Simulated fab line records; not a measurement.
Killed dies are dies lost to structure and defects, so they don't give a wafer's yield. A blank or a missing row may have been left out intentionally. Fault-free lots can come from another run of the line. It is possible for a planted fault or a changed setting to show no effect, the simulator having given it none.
fab line records	flow n5-finfet
[record] lots = 11	wafers = 29	last-day = 18
route steps=1938 shown BEOL_M9@1463 BEOL_M10@1480 PASSIVATION@1936
lots with no fault: from the same line, run without faults
start-h: the number of hours between the record's first day and the start of the first shown wafer of the lot	wait-h: hours since the lot's step before	" identical to the entry in the row above	L1.1+2: one row covering several wafers at once	- no value, or no start given	* or withheld: withheld	< > ~ a bound
route shown NAME@n: NAME is a module with steps in the file, n the number in the route of the first one	usual: mean and standard deviation over wafers with no fault	same: alike in all rows	chamber/n: place in a boat	sites: readings site by site	_std_site: their standard deviation	_edge_site: inner sites' mean taken away from outer sites' mean	radius-mm: for every site, how far away it sits from the centre of the wafer	mask NAME#n: copy n	behind: the tool/chamber that last shaped the wafer	hold: reason for holding the lot/hours on hold/outcome of the hold	device: the n, p or np transistor that did not switch	end of line: the tests these same wafers got at the end of their route	a step given without rows: its recipe and nothing more	killed: at the first sort, the dies lost to defects and structure; wafer yield is something else	map: shows each die of a wafer: x if killed, . if not, _ if none is there
set.NAME: setting as actually run; set.NAME@STEP: the setting as run at that earlier step	model.NAME: the simulator's own value behind a step, which no gauge read
route steps across a sampled set of lots; one table per step, one row per wafer
services: the hour from which a tool's chamber was out of use, counted from the record's first day as start-h (under 0 if before that day), plus the number of hours and why
[[steps]]
[step N5_BEOL_M9_ANNEAL_51]
[recipe] temp-c = 225	time-s = 90	ambient = N2
[usual] wafer_temp_C_max = 226.3/0.5
lot.wafer	tool	chamber	start-h	wait-h	wafer_temp_C_max
L755.1	rtp-anneal-01	0	212.81	0.1	226.1
L755.4	"	0	"	"	225.8
L755.6	"	0	"	"	225.6
L756.3	rtp-anneal-02	0	230.14	0.1	226.5
L756.4	"	0	"	"	226.3
L756.5	"	0	"	"	226.5
L759.1	rtp-anneal-01	0	233.99	0.5	225.8
L759.2	"	0	"	"	226.0
L759.3	"	0	"	"	226.1
L760.2	rtp-anneal-02	0	251.09	0.3	226.5
L760.5	"	0	"	"	227.2
L762.1	rtp-anneal-01	0	265.29	0.3	226.0
L762.6	"	0	"	"	226.0
L768.3	rtp-anneal-02	0	308.12	0.5	226.6
L768.4	"	0	"	"	226.4
L768.5	"	0	"	"	226.2
L770.1	rtp-anneal-01	0	322.02	0.1	225.8
L770.2	"	0	"	"	225.7
L770.3	"	0	"	"	226.2
L774.2	rtp-anneal-01	0	338.18	0.9	225.8
L774.5	"	0	"	"	225.9
L775.1	rtp-anneal-02	0	347.24	0.1	226.5
L775.4	"	0	"	"	226.3
L775.6	"	0	"	"	226.2
L772.3	rtp-anneal-01	0	356.32	0.2	225.8
L772.4	"	0	"	"	226.0
L776.1	rtp-anneal-02	0	360.38	0.1	226.5
L776.4	"	0	"	"	226.6
L776.6	"	0	"	"	226.7
[step N5_BEOL_M10_EXPOSE_08]
[recipe] mask-id = M10	na = 1.35	source-shape = dipole	sigma-inner = 0.411	sigma-outer = 0.611	polarization = te	dose-mj = 53.75
[same] dipole-opening-deg = 40
lot.wafer	tool	chamber	start-h	wait-h	mask
L755.1+4+6	arfi-scanner-02	0	215.83	-	M10#0
L756.3+4+5	arfi-scanner-01	0	232.73	-	M10#0
L759.1+2+3	arfi-scanner-01	0	236.75	-	M10#0
L760.2+5	arfi-scanner-03	0	255.32	-	M10#0
L762.1+6	arfi-scanner-03	0	267.14	-	M10#0
L768.3+4+5	arfi-scanner-01	0	311.04	-	M10#0
L770.1+2+3	arfi-scanner-01	0	325.79	-	M10#0
L774.2+5	arfi-scanner-02	0	342.36	-	M10#0
L775.1+4+6	arfi-scanner-03	0	349.41	-	M10#0
L772.3+4	arfi-scanner-03	0	359.58	-	M10#0
L776.1+4+6	arfi-scanner-02	0	364.51	-	M10#0
[step N5_BEOL_M10_OVL_MEAS_12]
[recipe] points-per-wafer = 44
[usual] M10_OVL = -0.4/0.76
[same] points-per-wafer = 44
lot.wafer	tool	chamber	start-h	wait-h	M10_OVL[nm]
L755.1	overlay-02	0	215.98	0.0	1.1
L755.4	"	0	"	"	0.1
L755.6	"	0	"	"	0.0
L756.3	overlay-01	0	232.87	0.0	0.0
L756.4	"	0	"	"	0.8
L756.5	"	0	"	"	0.0
L759.1	overlay-01	0	236.90	0.0	-0.7
L759.2	"	0	"	"	-0.6
L759.3	"	0	"	"	-2.0
L760.2	overlay-01	0	255.47	0.0	-0.3
L760.5	"	0	"	"	-0.4
L762.1	overlay-02	0	267.29	0.0	-0.3
L762.6	"	0	"	"	-0.5
L768.3	overlay-01	0	311.19	0.0	5.6
L768.4	"	0	"	"	4.9
L768.5	"	0	"	"	3.4
L770.1	overlay-01	0	325.95	0.0	5.1
L770.2	"	0	"	"	5.1
L770.3	"	0	"	"	4.9
L774.2	overlay-01	0	342.51	0.0	-1.9
L774.5	"	0	"	"	-1.6
L775.1	overlay-02	0	349.56	0.0	-0.6
L775.4	"	0	"	"	0.8
L775.6	"	0	"	"	0.1
L772.3	overlay-01	0	359.73	0.0	-0.5
L772.4	"	0	"	"	-1.7
L776.1	overlay-02	0	364.66	0.0	0.1
L776.4	"	0	"	"	-0.2
L776.6	"	0	"	"	-0.2
[step N5_BEOL_M10_DESCUM_16]
[recipe] chemistry = O2	time-s = 7.9	source-power-w = 50	bias-power-w = 20	pressure-mtorr = 20	rf-frequency-hz = 2.712e+07	temp-c = 40	resist = CAR-ArF	o2-flow-sccm = 225
[usual] drypump-motor-current-A = 5.4/0.39	o2-flow-sccm = 225.1/0.75	oes-product-au = 0.79/0.067	rf-vpp-V = 243.6/1.2	showerhead-plenum-p-Torr = 2.13/0.068	throttle-valve-pct = 20.43/0.22
lot.wafer	tool	chamber	start-h	wait-h	drypump-motor-current-A	o2-flow-sccm	oes-product-au	rf-hours-counter-h	rf-vpp-V	showerhead-plenum-p-Torr	throttle-valve-pct
L755.1	rie-diel-05	0	216.04	0.0	5.4	224.0	0.86	67	242.8	2.02	20.47
L755.4	"	2	"	"	5.2	225.7	1.00	2	244.2	2.15	20.09
L755.6	"	1	"	"	5.6	224.5	0.75	-	244.6	2.22	20.25
L756.3	rie-diel-05	0	233.69	0.8	5.3	224.4	0.85	75	242.0	2.02	20.49
L756.4	"	2	"	"	5.2	226.6	0.97	6	242.4	2.15	20.08
L756.5	"	1	"	"	5.6	225.6	0.75	-	245.4	2.22	20.27
L759.1	rie-diel-01	3	236.96	0.0	5.7	225.3	0.76	141	242.5	2.10	20.77
L759.2	"	2	"	"	5.2	224.2	0.79	108	244.2	2.08	19.95
L759.3	"	1	"	"	5.7	226.3	0.85	49	244.4	2.21	20.66
L760.2	rie-diel-01	1	255.53	0.0	5.7	225.0	0.84	57	243.2	2.21	20.67
L760.5	"	1	"	"	5.7	225.4	0.84	-	245.5	2.21	20.69
L762.1	rie-diel-01	2	267.44	0.1	5.2	225.4	0.77	121	242.8	2.08	19.98
L762.6	"	0	"	"	6.1	225.6	0.93	-	244.2	2.21	20.12
L768.3	rie-diel-02	2	311.46	0.2	6.4	225.0	0.80	96	244.1	2.18	20.29
L768.4	"	0	"	"	4.9	225.0	0.74	195	243.0	2.08	20.42
L768.5	"	3	"	"	5.2	224.6	0.71	-	242.0	2.10	20.60
L770.1	rie-diel-05	2	326.24	0.3	5.2	225.8	0.90	36	243.6	2.14	20.15
L770.2	"	0	"	"	5.4	224.8	0.82	104	241.8	2.01	20.54
L770.3	"	3	"	"	5.1	224.7	0.79	130	241.5	2.11	20.67
L774.2	rie-diel-01	2	342.57	0.0	5.2	226.6	0.75	147	244.1	2.07	20.03
L774.5	"	2	"	"	5.2	226.5	0.75	-	243.1	2.07	20.02
L775.1	rie-diel-02	0	349.74	0.2	4.9	223.9	0.72	210	242.9	2.07	20.47
L775.4	"	2	"	"	6.3	224.8	0.78	109	243.9	2.17	20.31
L775.6	"	3	"	"	5.2	224.1	0.70	-	244.5	2.09	20.66
L772.3	rie-diel-05	0	359.81	0.1	5.4	225.2	0.80	115	240.8	2.00	20.54
L772.4	"	2	"	"	5.2	224.6	0.89	46	242.4	2.13	20.13
L776.1	rie-diel-02	3	364.72	0.0	5.2	224.2	0.70	192	242.8	2.09	20.64
L776.4	"	1	"	"	5.0	224.9	0.73	161	242.6	2.20	20.60
L776.6	"	0	"	"	4.9	224.0	0.72	-	243.2	2.07	20.48
[step N5_BEOL_M10_ETCH_62]
[recipe] chemistry = N2/H2	target = SOC	target-depth-a = 1100	overetch-a = 220	mask-material = SiARC	temp-c = 40	time-s = 165	ion-energy-ev = 200	pressure-mtorr = 30	source-w = 840	bias-w = 150	n2-flow-sccm = 200	h2-flow-sccm = 200
[usual] bias-w = 149.9/0.41	drypump-motor-current-A = 5.4/0.39	oes-product-au = 0.67/0.052	rf-vpp-V = 524.8/2.1	showerhead-plenum-p-Torr = 2.58/0.072	throttle-valve-pct = 17.8/0.31
lot.wafer	tool	chamber	start-h	wait-h	bias-w	drypump-motor-current-A	oes-product-au	rf-hours-counter-h	rf-vpp-V	showerhead-plenum-p-Torr	throttle-valve-pct
L755.1	rie-diel-05	0	216.13	0.0	149.7	5.4	0.72	67	523.1	2.45	17.9
L755.4	"	2	"	"	149.6	5.1	0.83	2	524.9	2.62	17.6
L755.6	"	1	"	"	149.7	5.6	0.64	-	526.0	2.62	17.2
L756.3	rie-diel-05	0	233.78	0.0	150.1	5.4	0.71	75	520.8	2.45	17.9
L756.4	"	2	"	"	149.9	5.2	0.82	6	523.7	2.62	17.6
L756.5	"	1	"	"	149.5	5.6	0.63	-	526.6	2.62	17.3
L759.1	rie-diel-01	3	237.05	0.0	149.6	5.7	0.64	141	523.1	2.54	18.2
L759.2	"	2	"	"	150.4	5.2	0.66	108	524.3	2.57	17.6
L759.3	"	1	"	"	150.2	5.7	0.72	49	526.8	2.71	18.2
L760.2	rie-diel-01	1	255.61	0.0	149.6	5.7	0.70	57	528.1	2.70	18.2
L760.5	"	1	"	"	150.4	5.7	0.70	-	526.5	2.70	18.2
L762.1	rie-diel-01	2	267.52	0.0	149.7	5.2	0.66	121	524.4	2.57	17.6
L762.6	"	0	"	"	150.2	6.1	0.79	-	526.8	2.72	17.7
L768.3	rie-diel-02	2	311.55	0.0	149.9	6.4	0.68	96	526.9	2.64	17.6
L768.4	"	0	"	"	150.0	4.9	0.62	195	525.8	2.54	18.0
L768.5	"	3	"	"	150.2	5.2	0.62	-	523.3	2.55	18.0
L770.1	rie-diel-05	2	326.32	0.0	150.7	5.2	0.75	36	524.6	2.61	17.6
L770.2	"	0	"	"	149.6	5.4	0.68	104	521.5	2.44	18.0
L770.3	"	3	"	"	150.2	5.1	0.66	130	524.0	2.58	18.3
L774.2	rie-diel-01	2	342.65	0.0	149.6	5.2	0.64	147	523.6	2.55	17.6
L774.5	"	2	"	"	150.3	5.2	0.63	-	523.5	2.56	17.6
L775.1	rie-diel-02	0	349.82	0.0	150.0	4.9	0.61	210	524.3	2.53	18.0
L775.4	"	2	"	"	149.6	6.3	0.66	109	527.3	2.63	17.6
L775.6	"	3	"	"	150.1	5.2	0.60	-	522.5	2.54	18.1
L772.3	rie-diel-05	0	359.90	0.0	149.5	5.4	0.67	115	521.3	2.43	18.0
L772.4	"	2	"	"	149.8	5.2	0.74	46	525.7	2.60	17.7
L776.1	rie-diel-02	3	364.81	0.0	149.8	5.2	0.60	192	524.6	2.54	18.1
L776.4	"	1	"	"	149.6	5.0	0.64	161	525.6	2.66	18.0
L776.6	"	0	"	"	149.2	4.9	0.61	-	522.5	2.53	18.0
[step N5_PASSIVATION_PROBE_49]
[usual] defect-limited-yield = 90.9/1.6	killed_at_M0_to_M3 = 34/10	killed_at_M4_up = 13/5.4	killed-at-contacts = 13/6	killed-at-front-end = 42/13	killed-at-other = 4/3.2	killed-dies = 107/18	killed-on-rim = 14/4.2	killed-open = 69/14	killed-short = 35/7.7	sort_bin_4_leakage = 0.02/0.17	sort_bin_5_function = 5.3/1	sort_bin_6_memory = 3.3/0.75	sort_bin_8_speed = 0.00/0.015	sort-n-pass = 1073/19	sort-yield-pct = 90.9/1.6
[same] gross-dies = 1180	killed-at-back-side = 0
lot.wafer	tool	chamber	start-h	wait-h	defect-limited-yield[%]	killed_at_M0_to_M3	killed_at_M4_up	killed-at-contacts	killed-at-front-end	killed-at-other	killed-dies	killed-on-rim	killed-open	killed-short	sort_bin_4_leakage[%]	sort_bin_5_function[%]	sort_bin_6_memory[%]	sort_bin_8_speed[%]	sort-n-pass	sort-yield-pct[%]
L755.1	prober-02	-	266.84	0.0	90.1	37	10	22	48	0	117	16	70	42	0	5.6	3.3	0	1063	90.1
L755.4	prober-02	-	266.99	0.2	89.5	28	11	26	55	4	124	14	79	43	0	5.3	4.8	0	1056	89.5
L755.6	prober-02	-	267.09	0.3	91.6	17	9	18	54	1	99	14	66	24	0	4.7	3.1	0	1081	91.6
L756.3	prober-01	-	287.61	0.1	93.4	25	14	15	23	1	78	12	55	22	0	3.1	3.2	0	1102	93.4
L756.4	prober-01	-	287.66	0.2	91.9	30	13	17	32	3	95	9	58	34	0	5.3	2.6	0	1085	91.9
L756.5	prober-01	-	287.71	0.2	91.8	37	12	13	32	3	97	14	61	35	0	3.9	3.8	0	1083	91.8
L759.1	prober-01	-	289.50	0.0	91.5	36	16	9	34	5	100	14	73	27	0	5.3	2.9	0	1080	91.5
L759.2	prober-01	-	289.55	0.1	91.9	35	7	18	33	3	96	11	57	38	0	4.2	3.4	0	1084	91.9
L759.3	prober-01	-	289.60	0.1	91.1	42	14	12	28	9	105	10	67	35	0	5.8	3.0	0	1075	91.1
L762.1	prober-02	-	327.01	0.0	91.3	28	14	18	31	12	103	11	74	27	0.93	5.6	3.0	0	1066	90.3
L762.6	prober-02	-	327.26	0.3	91.0	37	16	15	34	4	106	10	67	38	0	5.7	3.2	0	1074	91.0
L768.3	prober-02	-	361.36	0.1	86.2	48	11	15	78	11	163	25	104	53	0	7.2	5.6	0	1017	86.2
L768.4	prober-02	-	361.41	0.2	88.1	45	11	11	71	3	141	16	79	60	0	6.4	5.1	0	1039	88.1
L768.5	prober-02	-	361.46	0.2	86.9	55	11	14	72	2	154	22	94	59	0	7.5	5.1	0	1026	86.9
L770.1	prober-02	-	374.66	0.0	89.0	43	12	8	57	10	130	22	82	38	0	7.2	3.7	0	1050	89.0
L770.2	prober-02	-	374.71	0.1	88.3	48	10	11	55	14	138	12	90	47	0	7.6	3.7	0	1042	88.3
L770.3	prober-02	-	374.76	0.1	88.6	53	8	8	56	10	135	15	85	43	0	5.6	4.9	0	1045	88.6
L775.1	prober-02	-	400.77	0.0	90.8	26	20	13	46	3	108	16	70	33	0	5.8	2.9	0	1072	90.8
L775.4	prober-02	-	400.92	0.2	93.1	20	16	13	31	1	81	12	56	25	0	4.2	2.4	0	1099	93.1
L775.6	prober-02	-	401.02	0.3	92.7	29	13	9	33	2	86	10	44	38	0	3.9	2.7	0	1094	92.7
L776.1	prober-01	-	424.68	0.0	89.8	55	17	8	38	2	120	17	87	27	0	5.2	4.2	0	1060	89.8
L776.4	prober-01	-	424.83	0.2	88.6	43	21	13	56	2	135	19	78	53	0	6.9	3.6	0	1045	88.6
L776.6	prober-01	-	424.93	0.3	88.7	54	15	18	42	4	133	18	86	38	0	6.9	3.6	0	1047	88.7
// killed by level:class
L755.1 MOL_CONTACT_COAG:geometric-particle:open=14 STI_FIN_REVEAL:geometric-particle:open=12 BEOL_M0_SAQP:geometric-particle:open=11 BEOL_M0_SAQP:geometric-particle:short=10 MOL_CONTACT_COAG:geometric-particle:short=8 FIN_SAQP:geometric-particle:open=7 FIN_SAQP:geometric-particle:short=6 GATE_CUT:geometric-particle:open=6
L755.4 MOL_CONTACT_COAG:geometric-particle:open=24 FIN_SAQP:geometric-particle:short=19 STI_FIN_REVEAL:geometric-particle:open=18 BEOL_M0_SAQP:geometric-particle:open=13 BEOL_M0_SAQP:geometric-particle:short=8 GATE_CUT:geometric-particle:short=5 BEOL_M6:geometric-particle:open=4 FIN_SAQP:geometric-particle:open=3
L755.6 FIN_SAQP:geometric-particle:open=17 MOL_CONTACT_COAG:geometric-particle:open=16 STI_FIN_REVEAL:geometric-particle:open=13 BEOL_M4:geometric-particle:open=5 FIN_SAQP:geometric-particle:short=4 GATE_CUT:geometric-particle:short=4 BEOL_M0_SAQP:geometric-particle:open=4 BEOL_M0_SAQP:geometric-particle:short=4
L756.3 MOL_CONTACT_COAG:geometric-particle:open=13 FIN_SAQP:geometric-particle:short=10 BEOL_M2:geometric-particle:open=8 BEOL_M0_SAQP:geometric-particle:open=5 STI_FIN_REVEAL:geometric-particle:open=4 BEOL_M5:geometric-particle:open=4 ILD0:geometric-particle:open=3 BEOL_M1:geometric-particle:open=3
L756.4 MOL_CONTACT_COAG:geometric-particle:open=11 BEOL_M1:geometric-particle:open=8 BEOL_M2:geometric-particle:open=7 MOL_CONTACT_COAG:geometric-particle:short=6 FIN_SAQP:geometric-particle:short=4 STI_FIN_REVEAL:geometric-particle:open=4 DUMMY_GATE:geometric-particle:open=4 BEOL_M0_SAQP:geometric-particle:short=4
L756.5 BEOL_M1:geometric-particle:open=13 MOL_CONTACT_COAG:geometric-particle:open=11 BEOL_M0_SAQP:geometric-particle:short=10 ILD0:geometric-particle:open=7 ILD0:geometric-particle:short=6 FIN_SAQP:geometric-particle:short=5 BEOL_M0_SAQP:geometric-particle:open=5 BEOL_M1:geometric-particle:short=5
L759.1 BEOL_M2:geometric-particle:open=14 FIN_SAQP:geometric-particle:open=8 BEOL_M3:geometric-particle:open=8 MOL_CONTACT_COAG:geometric-particle:open=7 BEOL_M0_SAQP:geometric-particle:open=6 BEOL_M5:geometric-particle:open=6 FIN_SAQP:geometric-particle:short=5 BEOL_M0_SAQP:geometric-particle:short=5
L759.2 MOL_CONTACT_COAG:geometric-particle:open=16 BEOL_M0_SAQP:geometric-particle:short=15 BEOL_M0_SAQP:geometric-particle:open=10 FIN_SAQP:geometric-particle:short=6 DUMMY_GATE:geometric-particle:open=6 ILD0:geometric-particle:short=5 ILD0:geometric-particle:open=4 GATE_CUT:geometric-particle:short=3
L759.3 MOL_CONTACT_COAG:geometric-particle:open=9 BEOL_M0_SAQP:geometric-particle:short=9 BEOL_M0_SAQP:geometric-particle:open=9 BEOL_M2:geometric-particle:open=7 BEOL_M3:geometric-particle:open=6 FIN_SAQP:geometric-particle:short=5 BEOL_M1:geometric-particle:open=5 DUMMY_GATE:geometric-particle:short=4
L762.1 MOL_CONTACT_COAG:geometric-particle:open=13 STI_FIN_REVEAL:geometric-particle:open=12 BEOL_M4:geometric-particle:open=10 BEOL_M0_SAQP:geometric-particle:open=8 BEOL_M2:geometric-particle:open=6 BEOL_M1:geometric-particle:open=6 FIN_SAQP:geometric-particle:short=5 MOL_CONTACT_COAG:geometric-particle:short=5
L762.6 MOL_CONTACT_COAG:geometric-particle:open=10 BEOL_M4:geometric-particle:open=10 FIN_SAQP:geometric-particle:open=9 BEOL_M3:geometric-particle:open=8 BEOL_M0_SAQP:geometric-particle:short=8 FIN_SAQP:geometric-particle:short=6 STI_FIN_REVEAL:geometric-particle:open=6 BEOL_M0_SAQP:geometric-particle:open=6
L768.3 STI_FIN_REVEAL:geometric-particle:open=17 BEOL_M1:geometric-particle:open=16 DUMMY_GATE:geometric-particle:open=14 MOL_CONTACT_COAG:geometric-particle:open=13 BEOL_M0_SAQP:geometric-particle:short=11 BEOL_M0_SAQP:geometric-particle:open=11 FIN_SAQP:geometric-particle:short=7 FIN_SAQP:geometric-particle:open=6
L768.4 FIN_SAQP:geometric-particle:short=18 STI_FIN_REVEAL:geometric-particle:open=13 FIN_SAQP:geometric-particle:open=10 GATE_CUT:geometric-particle:short=9 BEOL_M0_SAQP:geometric-particle:open=9 BEOL_M1:geometric-particle:open=9 DUMMY_GATE:geometric-particle:open=8 MOL_CONTACT_COAG:geometric-particle:open=7
L768.5 STI_FIN_REVEAL:geometric-particle:open=27 BEOL_M0_SAQP:geometric-particle:short=14 FIN_SAQP:geometric-particle:short=13 BEOL_M0_SAQP:geometric-particle:open=13 MOL_CONTACT_COAG:geometric-particle:open=13 BEOL_M1:geometric-particle:open=13 STI_FIN_REVEAL:geometric-particle:short=7 BEOL_M1:geometric-particle:short=7
L770.1 FIN_SAQP:geometric-particle:open=15 STI_FIN_REVEAL:geometric-particle:open=12 BEOL_M3:geometric-particle:open=12 BEOL_M0_SAQP:geometric-particle:short=8 BEOL_M0_SAQP:geometric-particle:open=8 BEOL_M1:geometric-particle:open=8 FIN_CUT:area-etch=8 GATE_CUT:geometric-particle:short=5
L770.2 FIN_SAQP:geometric-particle:open=22 BEOL_M0_SAQP:geometric-particle:open=13 BEOL_M0_SAQP:geometric-particle:short=11 BEOL_M3:geometric-particle:open=10 STI_FIN_REVEAL:geometric-particle:open=8 MOL_CONTACT_COAG:geometric-particle:open=8 GATE_CUT:geometric-particle:short=6 GATE_CUT:geometric-particle:open=5
L770.3 STI_FIN_REVEAL:geometric-particle:open=18 BEOL_M0_SAQP:geometric-particle:short=17 BEOL_M0_SAQP:geometric-particle:open=11 STI_FIN_REVEAL:geometric-particle:short=9 DUMMY_GATE:geometric-particle:open=9 BEOL_M3:geometric-particle:open=9 MOL_CONTACT_COAG:geometric-particle:open=7 HKMG_FIN:area-etch=6
L775.1 STI_FIN_REVEAL:geometric-particle:open=20 MOL_CONTACT_COAG:geometric-particle:open=9 BEOL_M4:geometric-particle:open=8 BEOL_M2:geometric-particle:open=8 STI_FIN_REVEAL:geometric-particle:short=6 FIN_SAQP:geometric-particle:open=4 BEOL_M0_SAQP:geometric-particle:open=4 MOL_CONTACT_COAG:geometric-particle:short=4
L775.4 STI_FIN_REVEAL:geometric-particle:open=13 MOL_CONTACT_COAG:geometric-particle:open=10 BEOL_M4:geometric-particle:open=10 BEOL_M3:geometric-particle:open=5 FIN_SAQP:geometric-particle:short=4 STI_FIN_REVEAL:geometric-particle:short=4 MOL_CONTACT_COAG:geometric-particle:short=3 BEOL_M1:geometric-particle:open=3
L775.6 STI_FIN_REVEAL:geometric-particle:open=11 MOL_CONTACT_COAG:geometric-particle:open=7 BEOL_M0_SAQP:geometric-particle:short=7 STARTING-WAFER:geometric-particle:short=7 BEOL_M1:geometric-particle:short=6 BEOL_M2:geometric-particle:short=5 BEOL_M4:geometric-particle:open=5 BEOL_M2:geometric-particle:open=4
L776.1 BEOL_M2:geometric-particle:open=18 BEOL_M0_SAQP:geometric-particle:open=10 FIN_SAQP:geometric-particle:open=8 BEOL_M4:geometric-particle:open=8 MOL_CONTACT_COAG:geometric-particle:open=7 BEOL_M1:geometric-particle:open=7 STI_FIN_REVEAL:geometric-particle:open=6 BEOL_M0_SAQP:geometric-particle:short=5
L776.4 BEOL_M0_SAQP:geometric-particle:short=13 FIN_SAQP:geometric-particle:open=10 STI_FIN_REVEAL:geometric-particle:open=10 BEOL_M4:geometric-particle:open=10 FIN_SAQP:geometric-particle:short=9 BEOL_M0_SAQP:geometric-particle:open=9 BEOL_M2:geometric-particle:open=9 MOL_CONTACT_COAG:geometric-particle:open=8
L776.6 BEOL_M0_SAQP:geometric-particle:open=15 MOL_CONTACT_COAG:geometric-particle:open=13 BEOL_M0_SAQP:geometric-particle:short=13 BEOL_M4:geometric-particle:open=10 BEOL_M2:geometric-particle:open=9 DUMMY_GATE:geometric-particle:open=7 FIN_SAQP:geometric-particle:open=5 STI_FIN_REVEAL:geometric-particle:open=5
[[services]]
tool	chamber	start-h	hours	kind
arfi-scanner-01	-	191.54	1.0	pm
rie-diel-01	0	194.65	-	clean
rie-diel-01	0	194.65	-	consumable-replace:focus-ring
rie-diel-02	-	201.05	2.8	pm
arfi-scanner-01	-	217.25	0.8	pm
arfi-scanner-02	-	218.71	0.8	pm
arfi-scanner-03	-	230.26	1.0	pm
arfi-scanner-03	-	231.85	0.7	repair
arfi-scanner-02	-	234.38	2.6	repair
arfi-scanner-02	-	248.84	1.0	pm
arfi-scanner-01	-	252.93	1.0	pm
rie-diel-05	3	264.39	4.8	repair
arfi-scanner-02	-	266.37	4.9	pm
rie-diel-05	-	272.79	2.8	pm
arfi-scanner-03	-	276.26	2.6	repair
arfi-scanner-03	-	280.63	0.8	pm
arfi-scanner-02	-	281.88	1.3	pm
arfi-scanner-03	-	284.32	1.3	pm
rie-diel-01	1	293.56	7.0	repair
arfi-scanner-02	-	300.05	1.8	repair
rie-diel-05	0	301.41	5.1	repair
arfi-scanner-01	-	304.73	1.3	pm
arfi-scanner-02	-	309.62	3.1	pm
rie-diel-02	2	322.94	2.0	repair
[[key]]
[first-sign] step = N5_BEOL_M10_OVL_MEAS_12	reading = M10_OVL	direction = up	sigmas = 6.9	usual = -0.4	struck = 4.9
effect none on later readings
met-at N5_BEOL_M10_EXPOSE_08
struck-lots L768,L770
not-acting-at N5_BEOL_M9_ANNEAL_51,N5_BEOL_M10_DESCUM_16,N5_BEOL_M10_ETCH_62
onset-between 236.75 311.04
[fault] kind = scanner-matching-overlay	tool = arfi-scanner-01	chamber = -	onset-h = 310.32	steps = N5_BEOL_M10_EXPOSE_08	offset = 5.2524
